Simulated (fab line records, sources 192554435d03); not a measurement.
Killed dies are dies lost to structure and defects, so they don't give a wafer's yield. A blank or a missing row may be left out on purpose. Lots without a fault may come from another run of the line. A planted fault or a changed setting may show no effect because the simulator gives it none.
Which tool did it? | flow n5_finfet | 14 lots, 41 wafers sampled, at 7 steps of a route of 1938

WHAT THE GAUGES READ, wafer by wafer
N5_MOL_CONTACT_COAG_INSPECT_97: inspects for defects (darkfield). Usual: raw_defect_count 42, standard deviation 17.
lot  | measured     | on                | raw_defect_count | flag
L808 | day 6 21:04  | defect_inspect-02 | 34 36 36         |
L809 | day 7 00:14  | defect_inspect-01 | 51 48 71         |
L814 | day 8 21:38  | defect_inspect-02 | 66 85            |
L815 | day 9 16:05  | defect_inspect-01 | 30 25 36         |
L817 | day 9 19:05  | defect_inspect-01 | 30 27 35         |
L816 | day 9 19:06  | defect_inspect-02 | 60 46 65         |
L818 | day 9 22:06  | defect_inspect-01 | 38 16 35         |
L819 | day 9 22:06  | defect_inspect-02 | 31 30 46         |
L820 | day 10 01:08 | defect_inspect-02 | 66 27 28         |
L821 | day 10 07:15 | defect_inspect-01 | 21 31 39         |
L822 | day 10 10:14 | defect_inspect-02 | 42 50 48         |
L823 | day 10 23:23 | defect_inspect-02 | 29 37 32         |
L824 | day 11 02:24 | defect_inspect-02 | 43 60 40         |
L825 | day 11 09:19 | defect_inspect-02 | 38 45 72         |

N5_BEOL_M0_SAQP_CD_MEAS_29: target cd 14.4 nm. Usual: cd_nm 14.98 nm, standard deviation 0.23.
lot  | measured     | on        | cd_nm (nm)        | flag
L808 | day 7 02:10  | cd_sem-01 | - - -             | OFF
L809 | day 7 06:31  | cd_sem-03 | - - -             | OFF
L814 | day 9 04:17  | cd_sem-01 | 15.16 14.57       |
L815 | day 9 21:44  | cd_sem-01 | 14.83 14.85 15.09 |
L817 | day 10 03:10 | cd_sem-02 | 14.97 15.13 15.00 |
L816 | day 10 01:17 | cd_sem-01 | 14.46 15.01 14.90 |
L818 | day 10 04:05 | cd_sem-02 | 14.69 14.94 14.76 |
L819 | day 10 03:38 | cd_sem-03 | 14.97 14.72 14.76 |
L820 | day 10 09:09 | cd_sem-02 | 14.85 14.68 15.17 |
L821 | day 10 15:20 | cd_sem-02 | 15.25 14.50 14.90 |
L822 | day 10 18:41 | cd_sem-03 | 14.72 15.14 14.69 |
L823 | day 11 05:42 | cd_sem-01 | 14.73 15.06 15.29 |
L824 | day 11 08:34 | cd_sem-02 | 14.69 14.89 15.26 |
L825 | day 11 14:16 | cd_sem-03 | 15.14 15.13 15.19 |

N5_BEOL_M4_RC_MEAS_101. Usual: DIBL_N 36.5 mV/V, standard deviation 1.4; DIBL_P 36.6 mV/V, standard deviation 1.9; IOFF_N 0.167 nA/um, standard deviation 0.029; IOFF_P 0.21 nA/um, standard deviation 0.033; ION_N 674 uA/um, standard deviation 12; ION_P 460 uA/um, standard deviation 8.9; SS_N 71.6 mV/dec, standard deviation 0.57; SS_P 73.4 mV/dec, standard deviation 0.61; VT_N 249 mV, standard deviation 3.3; VT_P -250 mV, standard deviation 3.3.
lot  | measured     | on        | DIBL_N (mV/V)  | DIBL_P (mV/V)  | IOFF_N (nA/um)    | IOFF_P (nA/um) | ION_N (uA/um) | ION_P (uA/um) | SS_N (mV/dec)  | SS_P (mV/dec)  | VT_N (mV)   | VT_P (mV)      | flag
L814 | day 11 02:14 | prober-02 | 38.6 37.4      | 40.1 36.5      | 0.216 0.170       | 0.23 0.17      | 691 667       | 465 449       | 72.2 72.1      | 74.6 73.5      | 244 249     | -252 -255      |
L815 | day 11 21:37 | prober-02 | 36.3 36.7 35.4 | 35.4 35.9 33.3 | 0.172 0.179 0.136 | 0.21 0.22 0.17 | 667 674 656   | 456 460 450   | 71.7 71.3 71.5 | 74.1 74.2 72.9 | 248 249 255 | -250 -250 -254 |
L817 | day 12 01:44 | prober-01 | 37.8 36.9 35.8 | 38.8 37.7 36.3 | 0.196 0.180 0.148 | 0.22 0.21 0.19 | 677 685 670   | 460 464 461   | 71.7 71.3 71.3 | 73.6 73.5 73.9 | 245 247 249 | -248 -250 -252 |
L816 | day 11 23:48 | prober-02 | 38.3 39.2 35.4 | 39.6 40.3 35.6 | 0.211 0.215 0.146 | 0.29 0.29 0.21 | 697 685 673   | 479 469 468   | 71.4 72.0 71.3 | 73.7 74.0 72.5 | 248 246 249 | -245 -244 -250 |
L818 | day 12 04:33 | prober-01 | 36.4 40.3 36.8 | 35.7 39.6 35.8 | 0.127 0.217 0.137 | 0.16 0.22 0.16 | 656 674 656   | 444 453 449   | 71.0 72.3 71.5 | 72.9 74.0 73.3 | 255 245 252 | -257 -252 -258 |
L819 | day 12 05:22 | prober-02 | 35.6 36.2 37.4 | 35.7 36.2 37.4 | 0.135 0.152 0.164 | 0.16 0.17 0.20 | 662 664 674   | 445 446 454   | 71.4 70.7 72.3 | 72.4 73.0 72.9 | 255 249 251 | -255 -255 -255 |
L820 | day 13 01:41 | prober-01 | 37.9 39.4 38.6 | 38.4 41.1 38.5 | 0.174 0.228 0.181 | 0.24 0.29 0.23 | 668 703 658   | 462 481 452   | 72.1 71.8 71.8 | 73.4 74.9 73.6 | 248 245 250 | -251 -247 -251 |
L821 | day 12 22:46 | prober-02 | 35.4 36.2 35.8 | 35.2 34.6 35.9 | 0.142 0.146 0.151 | 0.17 0.16 0.18 | 675 669 684   | 463 446 466   | 71.0 71.2 71.3 | 72.1 73.0 73.0 | 249 252 252 | -251 -256 -254 |
L822 | day 13 01:34 | prober-02 | 36.3 35.6 35.4 | 36.5 36.2 35.1 | 0.160 0.138 0.140 | 0.20 0.20 0.19 | 671 660 673   | 456 451 459   | 72.0 71.5 70.9 | 74.1 73.5 74.4 | 248 254 252 | -253 -255 -253 |
L823 | day 13 07:11 | prober-02 | 34.0 36.4 36.2 | 34.6 37.1 37.3 | 0.139 0.179 0.174 | 0.20 0.24 0.25 | 679 669 674   | 465 466 467   | 71.0 72.0 71.8 | 72.8 73.6 73.0 | 250 247 248 | -249 -243 -245 |
L824 | day 13 16:08 | prober-01 | 36.3 38.2 37.6 | 35.9 37.1 37.4 | 0.147 0.161 0.169 | 0.21 0.23 0.24 | 659 665 668   | 459 457 464   | 71.3 71.4 72.0 | 72.9 73.6 73.7 | 253 250 246 | -249 -250 -249 |
L825 | day 13 20:43 | prober-01 | 35.2 35.4 36.6 | 34.8 35.0 36.5 | 0.133 0.141 0.165 | 0.19 0.20 0.21 | 649 670 663   | 452 462 447   | 72.1 71.4 72.4 | 72.1 72.8 71.9 | 252 250 249 | -252 -251 -251 |

WHICH TOOL RAN EACH LOT (tool, then ch and the chambers of the sampled wafers, then the start)
lot  | N5_BEOL_M0_SAQP_PECVD_03        | N5_BEOL_M0_SAQP_PECVD_96        | N5_BEOL_M0_SAQP_PECVD_04        | N5_BEOL_M0_SAQP_MANDREL_ETCH_103
L808 | pecvd-04 ch 1,2, day 6 22:05    | pecvd-04 ch 1,2, day 6 22:07    | pecvd-04 ch 1,2, day 6 22:12    | rie_si-02 ch 0,2, day 7 00:30
L809 | pecvd-03 ch 0,1, day 7 02:04    | pecvd-03 ch 0,1, day 7 02:06    | pecvd-03 ch 0,1, day 7 02:11    | rie_si-02 ch 0,2,3, day 7 04:50
L814 | pecvd-04 ch 0, day 8 22:54      | pecvd-04 ch 0, day 8 22:56      | pecvd-04 ch 0, day 8 23:01      | rie_si-05 ch 0,1, day 9 01:43
L815 | pecvd-03 ch 0,2, day 9 17:32    | pecvd-03 ch 0,2, day 9 17:34    | pecvd-03 ch 0,2, day 9 17:40    | rie_si-05 ch 0,1,3, day 9 20:05
L817 | pecvd-03 ch 0,2, day 9 20:43    | pecvd-03 ch 0,2, day 9 20:45    | pecvd-03 ch 0,2, day 9 20:50    | rie_si-02 ch 1,3, day 10 00:30
L816 | pecvd-04 ch 1,2, day 9 20:37    | pecvd-04 ch 1,2, day 9 20:39    | pecvd-04 ch 1,2, day 9 20:44    | rie_si-05 ch 2,3, day 9 23:37
L818 | pecvd-02 ch 0,1,2, day 9 23:10  | pecvd-02 ch 0,1,2, day 9 23:12  | pecvd-02 ch 0,1,2, day 9 23:17  | rie_si-06 ch 0,1, day 10 02:08
L819 | pecvd-02 ch 1,2, day 9 22:56    | pecvd-02 ch 1,2, day 9 22:58    | pecvd-02 ch 1,2, day 9 23:02    | rie_si-06 ch 2,3, day 10 01:36
L820 | pecvd-04 ch 0,1,2, day 10 03:14 | pecvd-04 ch 0,1,2, day 10 03:16 | pecvd-04 ch 0,1,2, day 10 03:22 | rie_si-06 ch 0,1, day 10 06:26
L821 | pecvd-02 ch 0,2, day 10 09:27   | pecvd-02 ch 0,2, day 10 09:28   | pecvd-02 ch 0,2, day 10 09:34   | rie_si-02 ch 2,3, day 10 13:24
L822 | pecvd-03 ch 0,1,2, day 10 11:19 | pecvd-03 ch 0,1,2, day 10 11:20 | pecvd-03 ch 0,1,2, day 10 11:25 | rie_si-05 ch 0,1, day 10 14:07
L823 | pecvd-04 ch 0,1, day 11 01:17   | pecvd-04 ch 0,1, day 11 01:19   | pecvd-04 ch 0,1, day 11 01:24   | rie_si-06 ch 1,2,3, day 11 03:41
L824 | pecvd-04 ch 0,2, day 11 04:04   | pecvd-04 ch 0,2, day 11 04:05   | pecvd-04 ch 0,2, day 11 04:10   | rie_si-06 ch 0,2, day 11 06:44
L825 | pecvd-02 ch 2, day 11 10:04     | pecvd-02 ch 2, day 11 10:07     | pecvd-02 ch 2, day 11 10:14     | rie_si-06 ch 0,3, day 11 12:41
- N5_BEOL_M0_SAQP_PECVD_03: deposits SiCN from 3MS/NH3, target thk 12 nm, time 21.1 s.
- N5_BEOL_M0_SAQP_PECVD_96: deposits a-Si from SiH4/He, target thk 45 nm, time 45.2 s.
- N5_BEOL_M0_SAQP_PECVD_04: deposits a-Si from SiH4/He, target thk 60 nm, time 60.2 s.
- N5_BEOL_M0_SAQP_MANDREL_ETCH_103: etches a-Si in HBr/Cl2, stops on SiCN, target depth 45 nm, bt time 10 s, time 27 s.

WHAT THE TOOLS THEMSELVES READ (means of the sampled wafers that have a number; where no wafer has one, the mark that the record gives instead)
N5_BEOL_M0_SAQP_PECVD_03. Usual: chamber_pressure_Torr 2.999 Torr, standard deviation 0.0059; rf_fwd_power_W 199.2 W, standard deviation 1.1; showerhead_plenum_p_Torr 3.666 Torr, standard deviation 0.02; throttle_valve_pct 8.9 %, standard deviation 0.3.
lot  | tool     | chamber_pressure_Torr (Torr) | rf_fwd_power_W (W) | showerhead_plenum_p_Torr (Torr) | throttle_valve_pct (%) | flag
L808 | pecvd-04 | 2.995                        | 199.3              | 3.669                           | 9.2                    |
L809 | pecvd-03 | 2.994                        | 199.1              | 3.683                           | 9.1                    |
L814 | pecvd-04 | 2.998                        | 200.9              | 3.646                           | 8.7                    |
L815 | pecvd-03 | 2.994                        | 199.6              | 3.688                           | 8.7                    |
L817 | pecvd-03 | 3.006                        | 200.1              | 3.694                           | 8.6                    |
L816 | pecvd-04 | 2.992                        | 199.5              | 3.661                           | 9.2                    |
L818 | pecvd-02 | 3.000                        | 199.1              | 3.654                           | 8.7                    |
L819 | pecvd-02 | 3.001                        | 198.0              | 3.663                           | 8.7                    |
L820 | pecvd-04 | 2.998                        | 199.5              | 3.653                           | 8.9                    |
L821 | pecvd-02 | 2.998                        | 198.5              | 3.663                           | 8.7                    |
L822 | pecvd-03 | 2.998                        | 198.8              | 3.685                           | 9.0                    |
L823 | pecvd-04 | 3.002                        | 199.3              | 3.647                           | 9.0                    |
L824 | pecvd-04 | 3.009                        | 199.8              | 3.662                           | 9.1                    |
L825 | pecvd-02 | 2.998                        | 198.7              | 3.671                           | 8.5                    |

N5_BEOL_M0_SAQP_PECVD_96. Usual: chamber_pressure_Torr 2.999 Torr, standard deviation 0.0061; heater_power_outer_w 340 W, standard deviation 31; heater_power_w 582 W, standard deviation 35; showerhead_plenum_p_Torr 5.67 Torr, standard deviation 0.079; throttle_valve_pct 17.9 %, standard deviation 0.56.
lot  | tool     | chamber_pressure_Torr (Torr) | heater_power_outer_w (W) | heater_power_w (W) | showerhead_plenum_p_Torr (Torr) | throttle_valve_pct (%) | flag
L808 | pecvd-04 | -                            | -                        | -                  | -                               | -                      | OFF
L809 | pecvd-03 | -                            | -                        | -                  | -                               | -                      | OFF
L814 | pecvd-04 | 2.993                        | 355                      | 554                | 5.57                            | 17.6                   |
L815 | pecvd-03 | 2.995                        | 342                      | 602                | 5.77                            | 17.7                   |
L817 | pecvd-03 | 3.001                        | 294                      | 565                | 5.76                            | 17.5                   |
L816 | pecvd-04 | 3.002                        | 330                      | 582                | 5.63                            | 18.6                   |
L818 | pecvd-02 | 2.990                        | 351                      | 567                | 5.63                            | 17.5                   |
L819 | pecvd-02 | 3.000                        | 381                      | 603                | 5.66                            | 17.5                   |
L820 | pecvd-04 | 2.995                        | 356                      | 597                | 5.62                            | 18.3                   |
L821 | pecvd-02 | 3.001                        | 378                      | 588                | 5.67                            | 17.4                   |
L822 | pecvd-03 | 2.993                        | 341                      | 608                | 5.75                            | 17.9                   |
L823 | pecvd-04 | 2.996                        | 359                      | 593                | 5.58                            | 18.0                   |
L824 | pecvd-04 | 3.001                        | 333                      | 552                | 5.69                            | 18.2                   |
L825 | pecvd-02 | 2.998                        | 348                      | 560                | 5.69                            | 17.1                   |

N5_BEOL_M0_SAQP_PECVD_04. Usual: chamber_pressure_Torr 3.000 Torr, standard deviation 0.0073; heater_power_outer_w 338 W, standard deviation 31; heater_power_w 581 W, standard deviation 40; showerhead_plenum_p_Torr 5.67 Torr, standard deviation 0.08; throttle_valve_pct 17.9 %, standard deviation 0.57.
lot  | tool     | chamber_pressure_Torr (Torr) | heater_power_outer_w (W) | heater_power_w (W) | showerhead_plenum_p_Torr (Torr) | throttle_valve_pct (%) | flag
L808 | pecvd-04 | 2.997                        | 331                      | 583                | 5.69                            | 18.4                   |
L809 | pecvd-03 | 2.995                        | 355                      | 628                | 5.73                            | 18.3                   |
L814 | pecvd-04 | 2.997                        | 362                      | 560                | 5.58                            | 17.4                   |
L815 | pecvd-03 | 3.006                        | 336                      | 619                | 5.77                            | 17.5                   |
L817 | pecvd-03 | 3.006                        | 309                      | 577                | 5.77                            | 17.6                   |
L816 | pecvd-04 | 2.996                        | 352                      | 593                | 5.66                            | 18.5                   |
L818 | pecvd-02 | 3.001                        | 328                      | 547                | 5.63                            | 17.6                   |
L819 | pecvd-02 | 3.002                        | 372                      | 595                | 5.64                            | 17.4                   |
L820 | pecvd-04 | 3.000                        | 339                      | 576                | 5.63                            | 18.2                   |
L821 | pecvd-02 | 3.002                        | 351                      | 566                | 5.68                            | 17.4                   |
L822 | pecvd-03 | 2.999                        | 318                      | 588                | 5.75                            | 17.8                   |
L823 | pecvd-04 | 3.002                        | 352                      | 582                | 5.58                            | 17.9                   |
L824 | pecvd-04 | 2.997                        | 347                      | 587                | 5.68                            | 18.3                   |
L825 | pecvd-02 | 2.992                        | 355                      | 566                | 5.67                            | 17.3                   |

N5_BEOL_M0_SAQP_MANDREL_ETCH_103. Usual: bias_w 75.03 W, standard deviation 0.21; drypump_motor_current_A 5.7 A, standard deviation 0.42; oes_product_au 0.686 a.u., standard deviation 0.013; throttle_valve_pct 35.5 %, standard deviation 0.33.
lot  | tool      | bias_w (W) | drypump_motor_current_A (A) | oes_product_au (a.u.) | throttle_valve_pct (%) | flag
L808 | rie_si-02 | 75.11      | 5.6                         | 0.288                 | 36.3                   | OFF
L809 | rie_si-02 | 75.22      | 5.6                         | 0.285                 | 36.2                   | OFF
L814 | rie_si-05 | 75.31      | 5.7                         | 0.683                 | 35.7                   |
L815 | rie_si-05 | 74.81      | 6.0                         | 0.688                 | 35.9                   |
L817 | rie_si-02 | 75.10      | 5.6                         | 0.683                 | 35.1                   |
L816 | rie_si-05 | 75.12      | 6.2                         | 0.695                 | 35.9                   |
L818 | rie_si-06 | 74.96      | 5.3                         | 0.679                 | 35.4                   |
L819 | rie_si-06 | 74.96      | 5.5                         | 0.696                 | 35.6                   |
L820 | rie_si-06 | 75.08      | 5.4                         | 0.674                 | 35.2                   |
L821 | rie_si-02 | 74.85      | 5.4                         | 0.688                 | 35.3                   |
L822 | rie_si-05 | 74.91      | 5.6                         | 0.700                 | 35.6                   |
L823 | rie_si-06 | 74.98      | 5.5                         | 0.681                 | 35.5                   |
L824 | rie_si-06 | 75.03      | 5.5                         | 0.688                 | 35.2                   |
L825 | rie_si-06 | 75.37      | 5.8                         | 0.674                 | 35.4                   |

THE ANSWER, worked out from the rows above alone
Rule: a lot is off if the mean of its wafers that have a number lies more than 3 standard deviations from the usual mean. A lot without any number at a reading at which 4 lots or more have one is off too. The other lots that the step has rows for count as sound. The gauges are gone through in route order, then the tools' own readings, and for those a lot's mean is taken as printed above. The first step at which some lot is off is used, and at that step the reading that is off furthest; a lot without a number counts as furthest.
Off: L808, L809, at N5_BEOL_M0_SAQP_CD_MEAS_29 (cd_nm). Without a number there: L808, L809.
A tool fits if, at a process step before that reading, it ran every lot that is off, and no sound lot after the first of them. The gauges at N5_BEOL_M0_SAQP_CD_MEAS_29 aren't tried: what is off there is off at N5_BEOL_M0_SAQP_PECVD_96 too, on other tools, and a gauge's error can't cause that. None of those tried fits.

WHAT THE SIMULATOR HAD PUT IN
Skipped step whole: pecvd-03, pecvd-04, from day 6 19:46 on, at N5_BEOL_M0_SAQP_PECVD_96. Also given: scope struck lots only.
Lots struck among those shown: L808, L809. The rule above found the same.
